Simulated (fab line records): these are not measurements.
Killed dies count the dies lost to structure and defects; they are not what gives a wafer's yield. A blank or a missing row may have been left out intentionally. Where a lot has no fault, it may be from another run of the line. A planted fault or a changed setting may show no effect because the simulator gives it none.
fab line records	flow n5-finfet
record: lots: 11	wafers: 32	last-day: 18
route steps=1938 shown BEOL_M6@1242 BEOL_M7@1284 PASSIVATION@1936
lots that met no fault: from a run of the same line without faults
start-h: hours from the record's first day to the start of the lot's first wafer shown	wait-h: hours since the lot's step before	" the same as in the row above	L1.1+2: a single row standing in for several wafers	- no value present, or no start provided	* or withheld: withheld	< > ~ a bound
route shown NAME@n: names a module that has steps shown in the file, with the first one's number in the route	usual: mean/standard deviation of fault-free wafers	same: alike in all rows	chamber/n: place in a boat	sites: readings site by site	_std_site: the values' standard deviation	_edge_site: mean of outer sites minus mean of inner sites	radius-mm: for every site, how far away it sits from the centre of the wafer	mask NAME#n: copy n	behind: tool/chamber where the wafer was last shaped	hold: cause of the lot's hold/its duration in hours/its outcome	device: which transistor (n, p or np) failed to switch	end of line: the tests these same wafers got at the end of their route	for a step that has no rows: nothing shown but its recipe	killed: the dies lost at the first sort to structure and to defects; this is not the yield of the wafer	map: dies across one wafer; x = killed, . = not, _ = none there
set.NAME: the setting as run; set.NAME@STEP: as run at that earlier step	model.NAME: the simulator's own value behind a step, which no gauge read
one table for each step of the route and one row for each wafer, over a sample of lots
services: a tool's chamber out of use, with start hour (start-h, from the record's first day; less than 0 if before it), hours out, and reason
== steps ==
step: N5_BEOL_M6_OCD_MEAS_38
usual: trench-depth-nm: 94.1/1.8
lot.wafer	tool	chamber	start-h	wait-h	trench-depth-nm
L499.1	ocd-02	-	187.83	-	93.5
L499.5	"	-	"	"	94.5
L502.1	ocd-01	-	203.81	-	93.4
L502.2	"	-	"	"	90.6
L502.4	"	-	"	"	96.4
L504.1	ocd-01	-	210.94	-	93.3
L504.3	"	-	"	"	91.1
L504.6	"	-	"	"	97.7
L506.2	ocd-02	-	225.18	-	91.8
L506.3	"	-	"	"	96.7
L506.5	"	-	"	"	94.2
L509.2	ocd-02	-	245.83	-	94.1
L509.3	"	-	"	"	90.5
L509.6	"	-	"	"	94.0
L510.2	ocd-01	-	250.08	-	97.6
L510.5	"	-	"	"	95.1
L510.6	"	-	"	"	93.8
L511.1	ocd-02	-	251.98	-	96.2
L511.3	"	-	"	"	90.9
L511.5	"	-	"	"	94.0
L512.1	ocd-01	-	271.03	-	92.2
L512.5	"	-	"	"	95.1
L512.6	"	-	"	"	94.9
L520.2	ocd-02	-	312.16	-	94.5
L520.3	"	-	"	"	97.0
L520.4	"	-	"	"	94.2
L521.2	ocd-01	-	335.25	-	95.8
L521.4	"	-	"	"	93.3
L521.6	"	-	"	"	94.2
L522.3	ocd-01	-	335.65	-	95.9
L522.5	"	-	"	"	94.9
L522.6	"	-	"	"	96.7
step: N5_BEOL_M7_HM_OPEN_17
recipe: chemistry: Cl2/BCl3	target-depth-a: 200	overetch-a: 60	target: TiN	mask-material: SOC	ion-energy-ev: 150	pressure-mtorr: 10	icp-w: 1000	bias-w: 126	Cl2_flow_sccm: 53.25	bcl3-flow-sccm: 21.75	Ar_flow_sccm: 25
usual: drypump-motor-current-A: 6.01/0.24	mfc-cl2-sccm: 53.24/0.19	oes-product-au: 0.67/0.076	throttle-valve-pct: 22.12/0.13
lot.wafer	tool	chamber	start-h	wait-h	drypump-motor-current-A	mfc-cl2-sccm	oes-product-au	rf-hours-counter-h	throttle-valve-pct
L499.1	rie-metal-03	0	195.00	0.0	6.27	53.00	0.76	10	22.22
L499.5	"	1	"	"	6.08	53.33	0.59	-	21.97
L502.1	rie-metal-03	1	208.66	0.0	6.02	53.47	0.60	64	21.96
L502.2	"	0	"	"	6.24	53.19	0.77	12	22.21
L502.4	"	0	"	"	6.26	53.31	0.76	-	22.20
L504.1	rie-metal-03	0	216.10	0.0	6.21	53.42	0.76	13	22.22
L504.3	"	1	"	"	6.10	53.01	0.61	-	21.93
L504.6	"	1	"	"	6.04	53.21	0.61	-	21.94
L506.2	rie-metal-03	0	229.90	0.0	6.23	53.07	0.75	14	22.23
L506.3	"	1	"	"	6.01	52.95	0.60	-	21.96
L506.5	"	0	"	"	6.21	53.33	0.75	-	22.24
L509.2	rie-metal-02	0	250.91	0.0	5.81	53.45	0.70	33	22.11
L509.3	"	1	"	"	5.48	53.19	0.73	-	22.13
L509.6	"	1	"	"	5.50	53.33	0.73	-	22.14
L510.2	rie-metal-03	0	256.75	0.0	6.22	53.10	0.75	16	22.23
L510.5	"	1	"	"	6.07	53.10	0.59	-	21.96
L510.6	"	0	"	"	6.22	53.04	0.74	-	22.22
L511.1	rie-metal-01	1	257.07	0.0	6.04	53.00	0.53	113	22.63
L511.3	"	1	"	"	6.03	53.11	0.53	-	22.63
L511.5	"	1	"	"	6.06	52.97	0.53	-	22.64
L512.1	rie-metal-03	1	279.32	0.0	6.01	53.23	0.59	71	21.99
L512.5	"	1	"	"	6.02	53.46	0.60	-	21.97
L512.6	"	0	"	"	6.25	53.48	0.72	-	22.24
L520.2	rie-metal-03	1	318.06	0.0	6.01	53.43	0.58	75	21.98
L520.3	"	0	"	"	6.24	53.14	0.72	-	22.25
L520.4	"	1	"	"	6.04	53.04	0.58	-	21.98
L521.2	rie-metal-01	0	341.90	0.0	6.19	53.06	0.57	103	22.17
L521.4	"	1	"	"	5.99	53.60	0.81	-	22.31
L521.6	"	0	"	"	6.20	52.98	0.57	-	22.15
L522.3	rie-metal-02	0	342.30	0.1	5.82	53.58	0.69	-	22.12
L522.5	"	0	"	"	5.82	53.37	0.68	-	22.13
L522.6	"	1	"	"	5.48	53.37	0.71	-	22.16
step: N5_BEOL_M7_OVL_MEAS_29
recipe: points-per-wafer: 522
usual: V6_OVL: 0.0/0.71
lot.wafer	tool	chamber	start-h	wait-h	V6_OVL[nm]
L499.1	overlay-01	0	195.56	0.0	-0.6
L499.5	"	0	"	"	-0.2
L502.1	overlay-02	0	210.54	0.0	0.4
L502.2	"	0	"	"	0.3
L502.4	"	0	"	"	0.3
L504.1	overlay-01	0	217.75	0.0	-1.4
L504.3	"	0	"	"	-0.4
L504.6	"	0	"	"	-0.8
L506.2	overlay-02	0	230.99	0.0	0.6
L506.3	"	0	"	"	-0.4
L506.5	"	0	"	"	1.6
L509.2	overlay-01	0	251.46	0.0	-0.4
L509.3	"	0	"	"	-0.2
L509.6	"	0	"	"	0.3
L511.1	overlay-01	0	258.34	0.0	-0.6
L511.3	"	0	"	"	-0.3
L511.5	"	0	"	"	-0.2
L510.2	overlay-01	0	260.01	0.0	0.9
L510.5	"	0	"	"	0.9
L510.6	"	0	"	"	2.3
L512.1	overlay-02	0	282.14	0.0	-0.6
L512.5	"	0	"	"	-0.7
L512.6	"	0	"	"	-1.1
L520.2	overlay-01	0	322.33	0.0	-0.1
L520.3	"	0	"	"	-0.4
L520.4	"	0	"	"	-0.4
L521.2	overlay-02	0	344.66	0.0	-0.1
L521.4	"	0	"	"	0.3
L521.6	"	0	"	"	-0.2
L522.3	overlay-01	0	344.71	0.0	-0.9
L522.5	"	0	"	"	-1.0
L522.6	"	0	"	"	0.0
step: N5_BEOL_M7_ETCH_72
recipe: chemistry: N2/H2	target: underlayer	target-depth-a: 65	mask-material: CAR-EUV	time-s: 5.2	ion-energy-ev: 200	pressure-mtorr: 30	source-w: 840	bias-w: 150	n2-flow-sccm: 200	h2-flow-sccm: 200	ends: cleared
usual: bias-w: 149.9/0.47	chamber-pressure-mTorr: 30.01/0.042	drypump-motor-current-A: 5.7/0.58	etch-rf-on-time-s: 5.20/0.13	oes-product-au: 0.68/0.071	rf-vpp-V: 523.8/2.5	showerhead-plenum-p-Torr: 2.54/0.074	throttle-valve-pct: 17.75/0.24
lot.wafer	tool	chamber	start-h	wait-h	bias-w	chamber-pressure-mTorr	drypump-motor-current-A	etch-rf-on-time-s	oes-product-au	rf-hours-counter-h	rf-vpp-V	showerhead-plenum-p-Torr	throttle-valve-pct
L499.1	rie-diel-01	0	195.69	0.0	149.8	30.01	4.7	5.03	0.77	49	525.3	2.57	17.58
L499.5	"	0	"	"	149.9	30.05	4.7	5.11	0.76	-	526.0	2.57	17.60
L502.1	rie-diel-03	0	210.67	0.0	150.0	30.00	5.0	5.16	0.72	76	525.8	2.57	17.40
L502.2	"	1	"	"	150.2	29.93	5.3	5.03	0.64	179	522.9	2.53	17.76
L502.4	"	2	"	"	149.2	30.04	5.5	5.43	0.59	233	520.5	2.40	18.03
L504.1	rie-diel-03	2	217.88	0.0	149.9	29.99	5.5	5.41	0.57	235	520.6	2.40	18.01
L504.3	"	0	"	"	150.2	30.05	5.0	5.11	0.72	77	527.2	2.57	17.43
L504.6	"	0	"	"	150.5	30.01	5.0	5.11	0.72	-	524.1	2.57	17.42
L506.2	rie-diel-03	0	231.24	0.0	149.2	29.92	5.1	5.09	0.72	82	526.5	2.57	17.44
L506.3	"	2	"	"	150.5	30.03	5.5	5.35	0.58	239	519.1	2.39	18.06
L506.5	"	0	"	"	150.2	30.01	5.0	5.09	0.71	-	524.0	2.57	17.43
L509.2	rie-diel-01	3	251.59	0.0	149.4	30.09	6.4	5.24	0.71	79	523.6	2.47	17.71
L509.3	"	0	"	"	150.6	30.03	4.8	5.25	0.72	66	523.3	2.57	17.60
L509.6	"	3	"	"	149.6	30.01	6.4	5.23	0.72	-	520.5	2.47	17.71
L511.1	rie-diel-01	2	258.47	0.0	-	-	-	-	-	-	-	-	-
L511.3	"	0	"	"	-	-	-	-	-	-	-	-	-
L511.5	"	1	"	"	-	-	-	-	-	-	-	-	-
L510.2	rie-diel-01	2	260.13	0.0	-	-	-	-	-	-	-	-	-
L510.5	"	2	"	"	-	-	-	-	-	-	-	-	-
L510.6	"	3	"	"	-	-	-	-	-	-	-	-	-
L512.1	rie-diel-04	0	282.27	0.0	148.7	30.00	5.7	5.13	0.78	20	525.3	2.61	18.10
L512.5	"	2	"	"	150.2	30.08	5.7	5.42	0.69	-	527.3	2.60	18.14
L512.6	"	1	"	"	150.9	29.99	6.6	5.27	0.66	-	525.1	2.54	17.88
L520.2	rie-diel-03	2	322.45	0.0	148.9	30.00	5.5	5.24	0.78	16	527.6	2.70	17.52
L520.3	"	1	"	"	150.3	29.98	5.3	5.11	0.62	199	521.9	2.52	17.76
L520.4	"	2	"	"	149.5	29.98	5.5	5.32	0.78	-	530.4	2.70	17.55
L521.2	rie-diel-01	3	344.83	0.0	150.8	29.96	6.4	5.20	0.71	104	521.7	2.46	17.77
L521.4	"	0	"	"	149.0	29.99	4.8	5.16	0.69	-	525.3	2.55	17.64
L521.6	"	3	"	"	150.8	29.97	6.4	5.18	0.70	-	520.1	2.46	17.75
L522.3	rie-diel-01	3	345.23	0.0	149.7	30.05	6.4	5.22	0.68	104	519.7	2.46	17.75
L522.5	"	2	"	"	150.8	29.99	6.1	4.97	0.75	-	520.3	2.49	17.61
L522.6	"	0	"	"	149.3	29.99	4.8	5.20	0.71	-	523.3	2.55	17.65
step: N5_PASSIVATION_PROBE_49
usual: defect-limited-yield: 90.9/1.5	killed_at_M0_to_M3: 36/10	killed_at_M4_up: 13/5.5	killed-at-contacts: 12/5.6	killed-at-front-end: 42/12	killed-at-other: 4/3.2	killed-dies: 108/18	killed-open: 71/13	killed-short: 34/7.8	sort_bin_5_function: 5.4/1	sort_bin_6_memory: 3.4/0.68	sort-n-pass: 1072/18	sort-yield-pct: 90.9/1.5
same: gross-dies: 1180	killed-at-back-side: 0	sort_bin_4_leakage[%]: 0	sort_bin_8_speed[%]: 0
lot.wafer	tool	chamber	start-h	wait-h	defect-limited-yield[%]	killed_at_M0_to_M3	killed_at_M4_up	killed-at-contacts	killed-at-front-end	killed-at-other	killed-dies	killed-open	killed-short	sort_bin_5_function[%]	sort_bin_6_memory[%]	sort-n-pass	sort-yield-pct[%]
L509.2	prober-02	-	340.54	0.1	92.0	41	16	8	19	10	94	65	29	4.7	3.0	1086	92.0
L509.3	prober-02	-	340.59	0.1	91.0	42	11	10	39	4	106	82	24	6.1	2.7	1074	91.0
L509.6	prober-02	-	340.74	0.3	92.4	39	12	8	29	2	90	61	28	4.8	2.5	1090	92.4
killed by level:class
L509.2 BEOL_M2:geometric-particle:open=9 BEOL_M1:geometric-particle:open=9 BEOL_M3:geometric-particle:open=8 MOL_CONTACT_COAG:geometric-particle:open=7 BEOL_M4:geometric-particle:open=7 BEOL_M1:geometric-particle:short=5 FIN_SAQP:geometric-particle:open=4 BEOL_M2:geometric-particle:short=4
L509.3 BEOL_M2:geometric-particle:open=24 STI_FIN_REVEAL:geometric-particle:open=12 MOL_CONTACT_COAG:geometric-particle:open=8 GATE_CUT:geometric-particle:short=6 BEOL_M0_SAQP:geometric-particle:open=6 BEOL_M4:geometric-particle:open=5 BEOL_M1:geometric-particle:open=4 STARTING-WAFER:geometric-particle:open=4
L509.6 BEOL_M1:geometric-particle:open=10 BEOL_M2:geometric-particle:open=10 FIN_SAQP:geometric-particle:open=6 MOL_CONTACT_COAG:geometric-particle:open=6 BEOL_M0_SAQP:geometric-particle:short=5 BEOL_M3:geometric-particle:open=5 BEOL_M8:geometric-particle:open=5 STARTING-WAFER:geometric-particle:short=5
== services ==
tool	chamber	start-h	hours	kind
rie-metal-02	1	183.12	1.1	repair
rie-metal-02	-	191.37	2.8	pm
rie-metal-01	-	197.46	0.1	repair
rie-diel-04	1	221.30	13.8	repair
rie-metal-01	0	230.40	9.5	repair
rie-metal-01	-	231.09	1.8	repair
rie-diel-01	1	240.27	4.0	repair
rie-diel-03	2	265.86	-	clean
rie-diel-03	2	265.86	-	consumable-replace:focus-ring
rie-diel-03	2	265.86	-	consumable-replace:showerhead
rie-diel-03	2	265.86	14.9	scheduled-down
rie-diel-03	2	265.86	14.9	vent-cycle
rie-diel-04	2	273.35	7.5	repair
rie-metal-01	1	310.25	-	clean
rie-diel-03	3	316.84	-	clean
rie-diel-03	3	316.84	-	consumable-replace:focus-ring
rie-diel-03	3	316.84	13.1	scheduled-down
rie-diel-03	3	316.84	13.1	vent-cycle
rie-diel-01	1	324.46	-	clean
rie-diel-01	1	324.46	-	consumable-replace:focus-ring
rie-diel-01	1	324.46	33.2	scheduled-down
rie-diel-01	1	324.46	33.2	vent-cycle
rie-metal-01	1	328.92	3.0	repair
rie-diel-04	1	328.93	6.7	repair
== key ==
first-sign: step: N5_BEOL_M7_ETCH_72	reading: tool-record	direction: missing
effect none on later readings
met-at N5_BEOL_M7_ETCH_72
struck-lots L510,L511
not-acting-at N5_BEOL_M6_OCD_MEAS_38,N5_BEOL_M7_HM_OPEN_17,N5_BEOL_M7_OVL_MEAS_29
onset-between 251.59 258.47
fault: kind: skipped-step-whole	tool: rie-diel-01	chamber: -	onset-h: 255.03	steps: N5_BEOL_M7_ETCH_72	scope: struck-lots-only
